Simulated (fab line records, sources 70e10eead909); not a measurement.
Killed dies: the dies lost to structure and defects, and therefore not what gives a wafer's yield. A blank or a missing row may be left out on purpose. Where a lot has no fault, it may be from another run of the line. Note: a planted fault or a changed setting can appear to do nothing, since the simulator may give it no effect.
Struck lot and sound lot, side by side || flow nand-harc || 13 steps out of a route of 1159
Sound: the wafers L375.2, L375.3, L375.4. Struck: wafers L380.2, L380.5, L380.6. The cause comes at the end.
At each step with rows: each side's tool, then ch and its chambers, then its first start. Under that, the readings that differ: sound wafers || struck wafers || difference of the means || sigmas: that difference in standard deviations of wafers without a fault.
alike: readings with means less than 2 such deviations apart, plus words and numbers identical on both sides. not compared: withheld readings, readings lacking a value on some wafer, bounds such as >300 that could conceal the same value, and numbers that have no deviation in the record and whose values overlap.
Wherever a step has rows on one side only, a row that says differs or no value, or a row with sigmas, the two part there. Non-overlapping numbers with no deviation appear without sigmas and do not part them. A reading that every wafer of one side lacks parts them only if that side has two wafers or more.

NHARC_P_CONTACT_ETCH_36: etches the open film in N2/H2, target depth 260 nm, time 406.25 s.
  sound on rie-diel-11 ch 0,1,2; struck on rie-diel-11 ch 2,3
  alike: drypump-motor-current-A, oes-product-au, rf-vpp-V, showerhead-plenum-p-Torr, throttle-valve-pct
  not compared: rf-hours-counter-h
NHARC_P_CONTACT_ETCH_18: etches the open film in C4F8/O2/Ar, target depth 481 nm, time 240.5 s.
  sound on rie-diel-11 ch 0,1,2; struck on rie-diel-11 ch 1,2
  alike: oes-product-au, rf-vpp-V
  not compared: rf-hours-counter-h
then, 1 step without rows for these wafers: NHARC_P_CONTACT_STRIP_37 (strips in C4F8/O2/Ar).
NHARC_P_CONTACT_ETCH_31: etches the open film in CH3F/O2, target depth 30 nm, time 85.7 s.
  sound on rie-diel-12 ch 1,2,3, day 8 21:32; struck on rie-diel-11 ch 0,2,3
  alike: drypump-motor-current-A, oes-product-au, rf-vpp-V, showerhead-plenum-p-Torr, throttle-valve-pct
  not compared: rf-hours-counter-h
NHARC_P_CONTACT_CD_MEAS_19:
  struck on cd-sem-01, day 9 22:44; sound on cd-sem-02, day 8 21:40
  alike: cd-nm
NHARC_P_CONTACT_STRIP_28: strips in O2.
  sound on rie-diel-12 ch 1,2,3, day 8 21:45; struck on rie-diel-01 ch 1,2, day 9 22:50
  alike: drypump-motor-current-A, oes-product-au, rf-vpp-V, showerhead-plenum-p-Torr, throttle-valve-pct
  not compared: rf-hours-counter-h
then, 3 steps without rows for these wafers: NHARC_P_CONTACT_STRIP_29 (strips in post etch residue remover, time 1200 s); NHARC_P_CONTACT_DEGAS_38 (time 60 s); NHARC_P_CONTACT_PRE_CLEAN_39 (time 19.5 s).
NHARC_P_CONTACT_PVD_32: deposits Ti, target thk 5 nm, time 17.7 s.
  sound on pvd-sputter-02; struck on pvd-sputter-03
  alike: substrate-temp-c, throttle-valve-pct
then, 2 steps without rows for these wafers: NHARC_P_CONTACT_ALD_22 (deposits TiN, target thk 3 nm, pulse time 1 s, ald cycles 150); NHARC_P_CONTACT_CVD_23 (deposits W, target thk 200 nm, time 557 s).
NHARC_P_CONTACT_CMP_24: polishes, t overpolish 30 s, target thk 200 nm.
  sound on cmp-04 ch 0,2,3, day 8 23:30; struck on cmp-02 ch 0,2,3, day 10 03:49
{"reading": "time-to-endpoint-s (s)", "sound": "44.9 40.6 42.5", "struck": "21.3 25.0 24.1", "difference": -19.2, "sigmas": -7}
  alike: edge-zone-pressure-frac, motor-current-A, overpolish-run-s

## WHERE THEY PART
Only at NHARC_P_CONTACT_CMP_24, as far as this record shows.

WHY: what had been put in by the simulator
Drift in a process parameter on cmp-02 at NHARC_P_CONTACT_CMP_24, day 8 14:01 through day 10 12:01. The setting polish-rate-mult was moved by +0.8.
